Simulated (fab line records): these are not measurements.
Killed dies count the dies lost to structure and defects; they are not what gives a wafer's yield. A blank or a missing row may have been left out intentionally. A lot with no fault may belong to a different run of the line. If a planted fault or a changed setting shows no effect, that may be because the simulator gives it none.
Matching of chambers :: flow nand_harc :: rie_diel-01 running NHARC_P_ZERO_WELL_DESCUM_54: 4 sister chambers
The step chemistry O2, time 3 s. 16 wafers are shown with their chamber, then 8 later ones without.

## WAFERS WITH THEIR CHAMBER
wafer: L074.1
chamber: 1
drypump_motor_current_A (A): 5.2
showerhead_plenum_p_Torr (Torr): 1.83
throttle_valve_pct (%): 11.321

wafer: L074.2
chamber: 2
drypump_motor_current_A (A): 5.5
showerhead_plenum_p_Torr (Torr): 2.00
throttle_valve_pct (%): 11.313

wafer: L074.4
chamber: 3
drypump_motor_current_A (A): 6.5
showerhead_plenum_p_Torr (Torr): 1.85
throttle_valve_pct (%): 11.306

wafer: L075.1
chamber: 0
drypump_motor_current_A (A): 5.8
showerhead_plenum_p_Torr (Torr): 1.82
throttle_valve_pct (%): 11.309

wafer: L075.3
chamber: 2
drypump_motor_current_A (A): 5.5
showerhead_plenum_p_Torr (Torr): 2.00
throttle_valve_pct (%): 11.305

wafer: L075.6
chamber: 2
drypump_motor_current_A (A): 5.5
showerhead_plenum_p_Torr (Torr): 2.00
throttle_valve_pct (%): 11.293

wafer: L079.1
chamber: 3
drypump_motor_current_A (A): 6.6
showerhead_plenum_p_Torr (Torr): 1.85
throttle_valve_pct (%): 11.296

wafer: L079.4
chamber: 1
drypump_motor_current_A (A): 5.3
showerhead_plenum_p_Torr (Torr): 1.82
throttle_valve_pct (%): 11.335

wafer: L079.6
chamber: 2
drypump_motor_current_A (A): 5.5
showerhead_plenum_p_Torr (Torr): 1.99
throttle_valve_pct (%): 11.303

wafer: L083.3
chamber: 0
drypump_motor_current_A (A): 5.8
showerhead_plenum_p_Torr (Torr): 1.81
throttle_valve_pct (%): 11.327

wafer: L083.4
chamber: 3
drypump_motor_current_A (A): 6.6
showerhead_plenum_p_Torr (Torr): 1.84
throttle_valve_pct (%): 11.311

wafer: L083.6
chamber: 3
drypump_motor_current_A (A): 6.6
showerhead_plenum_p_Torr (Torr): 1.84
throttle_valve_pct (%): 11.304

wafer: L089.1
chamber: 3
drypump_motor_current_A (A): 6.6
showerhead_plenum_p_Torr (Torr): 1.84
throttle_valve_pct (%): 11.312

wafer: L089.2
chamber: 0
drypump_motor_current_A (A): 5.8
showerhead_plenum_p_Torr (Torr): 1.80
throttle_valve_pct (%): 11.305

wafer: L089.6
chamber: 2
drypump_motor_current_A (A): 5.5
showerhead_plenum_p_Torr (Torr): 1.98
throttle_valve_pct (%): 11.326

wafer: L090.1
chamber: 1
drypump_motor_current_A (A): 5.2
showerhead_plenum_p_Torr (Torr): 1.81
throttle_valve_pct (%): 11.309

SIGNATURES, as means of the wafers listed above
reading: drypump_motor_current_A
chamber 0: 5.800
chamber 1: 5.233
chamber 2: 5.500
chamber 3: 6.580
scatter within a chamber: 0.035

reading: showerhead_plenum_p_Torr
chamber 0: 1.8100
chamber 1: 1.8200
chamber 2: 1.9940
chamber 3: 1.8440
scatter within a chamber: 0.00837

reading: throttle_valve_pct
chamber 0: 11.31367
chamber 1: 11.32167
chamber 2: 11.30800
chamber 3: 11.30580
scatter within a chamber: 0.0107
Rule: a wafer lies at a distance from a chamber equal to the root of the sum of squares, over the readings, of (its reading less the chamber's mean, divided by the reading's scatter). If the next closest chamber is less than 2 further off than the closest, the wafer can't be placed; otherwise it belongs to the closest. The scatter: take each reading less its chamber's mean, square it, sum over the shown wafers, divide by the number of wafers less the number of chambers, and take the root.

## WAFERS WHOSE CHAMBER IS MISSING
wafer: L090.4
drypump_motor_current_A (A): 5.8
showerhead_plenum_p_Torr (Torr): 1.80
throttle_valve_pct (%): 11.303

wafer: L090.6
drypump_motor_current_A (A): 5.8
showerhead_plenum_p_Torr (Torr): 1.80
throttle_valve_pct (%): 11.321

wafer: L094.1
drypump_motor_current_A (A): 5.5
showerhead_plenum_p_Torr (Torr): 1.97
throttle_valve_pct (%): 11.294

wafer: L094.4
drypump_motor_current_A (A): 5.2
showerhead_plenum_p_Torr (Torr): 1.81
throttle_valve_pct (%): 11.314

wafer: L094.5
drypump_motor_current_A (A): 5.8
showerhead_plenum_p_Torr (Torr): 1.80
throttle_valve_pct (%): 11.306

wafer: L095.2
drypump_motor_current_A (A): 5.5
showerhead_plenum_p_Torr (Torr): 1.97
throttle_valve_pct (%): 11.301

wafer: L095.4
drypump_motor_current_A (A): 5.1
showerhead_plenum_p_Torr (Torr): 1.81
throttle_valve_pct (%): 11.322

wafer: L095.5
drypump_motor_current_A (A): 5.5
showerhead_plenum_p_Torr (Torr): 1.97
throttle_valve_pct (%): 11.317

## EACH ONE'S CHAMBER
wafer: L090.4
from the rows above: 0
in truth: 0

wafer: L090.6
from the rows above: 0
in truth: 0

wafer: L094.1
from the rows above: 2
in truth: 2

wafer: L094.4
from the rows above: 1
in truth: 1

wafer: L094.5
from the rows above: 0
in truth: 0

wafer: L095.2
from the rows above: 2
in truth: 2

wafer: L095.4
from the rows above: 1
in truth: 1

wafer: L095.5
from the rows above: 2
in truth: 2
Correctly placed: 8 of 8. From these rows, 0 cannot be placed. Number placed wrongly: 0.
